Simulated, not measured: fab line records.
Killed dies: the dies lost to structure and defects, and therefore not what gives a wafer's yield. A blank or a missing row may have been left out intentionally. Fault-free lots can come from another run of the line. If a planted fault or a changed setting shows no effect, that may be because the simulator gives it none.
Matching of chambers | flow nand_harc | 4 sister chambers for NHARC_A_CHANNEL_FILL_D1_CMP_10 on cmp-01
The step polishes, target thk 150 nm. 8 wafers are shown with their chamber, then 7 later ones without.

WAFERS, EACH WITH ITS CHAMBER
wafer  | chamber | motor_current_A (A) | time_to_endpoint_s (s)
L076.6 | 1       | 11.8                | 15.9
L083.2 | 1       | 11.5                | 16.0
L083.6 | 2       | 10.7                | 16.1
L085.1 | 0       | 12.3                | 12.7
L085.2 | 3       | 12.8                | 12.9
L085.5 | 3       | 13.0                | 15.9
L090.2 | 0       | 12.4                | 16.1
L090.3 | 2       | 11.1                | 11.3

WAFERS WITH NO CHAMBER GIVEN
wafer  | motor_current_A (A) | time_to_endpoint_s (s)
L090.4 | 12.0                | 15.6
L094.1 | 12.7                | 13.5
L094.2 | 12.6                | 16.3
L094.4 | 13.2                | 14.2
L096.2 | 12.8                | 11.2
L096.5 | 10.4                | 13.0
L096.6 | 12.1                | 13.0

CHAMBER TAKEN BY EACH
wafer  | from the rows above     | in truth
L090.4 | can't be placed: 1 or 0 | 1
L094.1 | can't be placed: 3 or 0 | 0
L094.2 | can't be placed: 0 or 3 | 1
L094.4 | 3                       | 3
L096.2 | can't be placed: 3 or 0 | 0
L096.5 | 2                       | 2
L096.6 | can't be placed: 0 or 1 | 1
Placed correctly: 2 of 7. These rows do not allow placing 5 (true chamber among the candidates in 4). Number placed wrongly: 0.
How it was worked out, from the rows above alone: a wafer's distance from a chamber is the root of the sum, over the readings, of the square of ((its reading less the chamber's mean) divided by the reading's scatter). The wafer belongs to the nearest chamber; if the next one is less than 2 further off, it can't be placed. The mean given for a chamber averages the wafers shown for that chamber. The scatter: the root of (the sum of the squares of (reading less its chamber's mean) over the shown wafers, divided by (wafers less chambers)).
